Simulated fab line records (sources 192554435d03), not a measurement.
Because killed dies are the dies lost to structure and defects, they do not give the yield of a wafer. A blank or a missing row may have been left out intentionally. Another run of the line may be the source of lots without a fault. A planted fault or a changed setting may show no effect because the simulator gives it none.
Problem report, 8D (eight disciplines) form, completed by code ; flow n5 finfet ; the parts of the form that need people (team, actions taken, sign-off) are left out

## 1. THE ISSUE
Wafers free of any fault read 44.3 nm (standard deviation 0.58) for VIA_MOL_THK at N5_MOL_CONTACT_COAG_THK_MEAS_53, against a mean of 41.3 nm on 2 wafers of 2 lots. Relative to the usual mean, that is a shift of -5.2 standard deviations.
First seen on wafer L636.2, day 8 09:15, on film metro-01. At this step, 30 wafers from 10 lots have a number in the record. By rule, "out" or "out of limits" means more than 4 standard deviations away from the usual mean. The rest of the wafers with a number are treated as sound.

## 2. WHAT THIS IS AND IS NOT
question;is;is not
which readings at this step;VIA_MOL_THK;-
which lots;L636, L638;L628, L635, L641, L643, L644, L645, L646, L647
which wafers of those lots;L636.2, L638.2;L636.3, L636.4, L638.1, L638.5
read on which gauges;film metro-01;film metro-02
when;from day 8 09:15;"up to then (8 sound wafers); but 20 sound wafers of L638, L641, L643, L644, L645, L646, L647 came after"

## 3. SUSPECTS, AND WHAT RULES EACH OUT
Counting: if a tool at a process step up to the reading ran every lot that is out, it stays a suspect. Sound lots after the first of them don't rule it out here, since some wafers of a struck lot are sound.
- ruled out: the gauge at N5_MOL_CONTACT_COAG_THK_MEAS_53. All the wafers that are out were read on film metro-01, but those of them that N5_MOL_CONTACT_COAG_PECVD_31 has rows for are out there too, on other tools.
- pecvd-01 at N5_MOL_CONTACT_COAG_PECVD_31 (deposits SiO2 from TEOS/O2, target thk 46 nm, time 8.9 s): kept. It ran every lot that is out, first L636 (day 8 05:58). Its own susceptor temp C readings are out on those wafers.
- At N5_MOL_CONTACT_COAG_PECVD_31, inside pecvd-01: chamber 0 took the wafers that are out, while their sound lot-mates went through chambers 1, 2.
Left after counting: pecvd-01 at N5_MOL_CONTACT_COAG_PECVD_31.

## 4. THE CAUSE (what the simulator had put in)
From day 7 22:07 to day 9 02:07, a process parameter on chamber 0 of pecvd-01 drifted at N5_MOL_CONTACT_COAG_PECVD_31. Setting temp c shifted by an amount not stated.
Only this tool survived the counting.

## 5. THE CHAIN OF EFFECTS, in route order
One row per reading whose mean, taken over the struck wafers that have a number, lies over 3 standard deviations from the usual. Readings are gone through only where the record gives a usual standard deviation; hours: the median, over the lots, of the time from a lot's start at the first step in this table giving one to that lot's start at this step; sigmas: the change measured in usual standard deviations.
hours;step;reading;usual;on struck wafers;change;sigmas
0;N5_MOL_CONTACT_COAG_PECVD_31;susceptor temp C;399.99 C;409.77;+9.78;+44
3;N5_MOL_CONTACT_COAG_THK_MEAS_53;VIA_MOL_THK;44.3 nm;41.3;-3.0;-5.2
The process steps in it:
- N5_MOL_CONTACT_COAG_PECVD_31: deposits SiO2 from TEOS/O2, target thk 46 nm, time 8.9 s.
At these later measuring or inspecting steps, every struck wafer for which the step has a row has a number for every such reading, and none has moved that far: N5_BEOL_M4_RC_MEAS_101.

## 6. WHAT WOULD HAVE CAUGHT IT SOONER
11 hours passed between the start of the fault at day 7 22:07 and the first reading out of limits at a measuring or inspecting step in this record, taken at day 8 09:15.
The tool's own readings at N5_MOL_CONTACT_COAG_PECVD_31 were out on every struck wafer that the step has a row for (susceptor temp C): an alarm limit on them would have fired on the first of those.
L638, from the lots that are out (2), started N5_MOL_CONTACT_COAG_PECVD_31 on pecvd-01 later than day 8 09:15. Holding the tool at that time would have saved it.
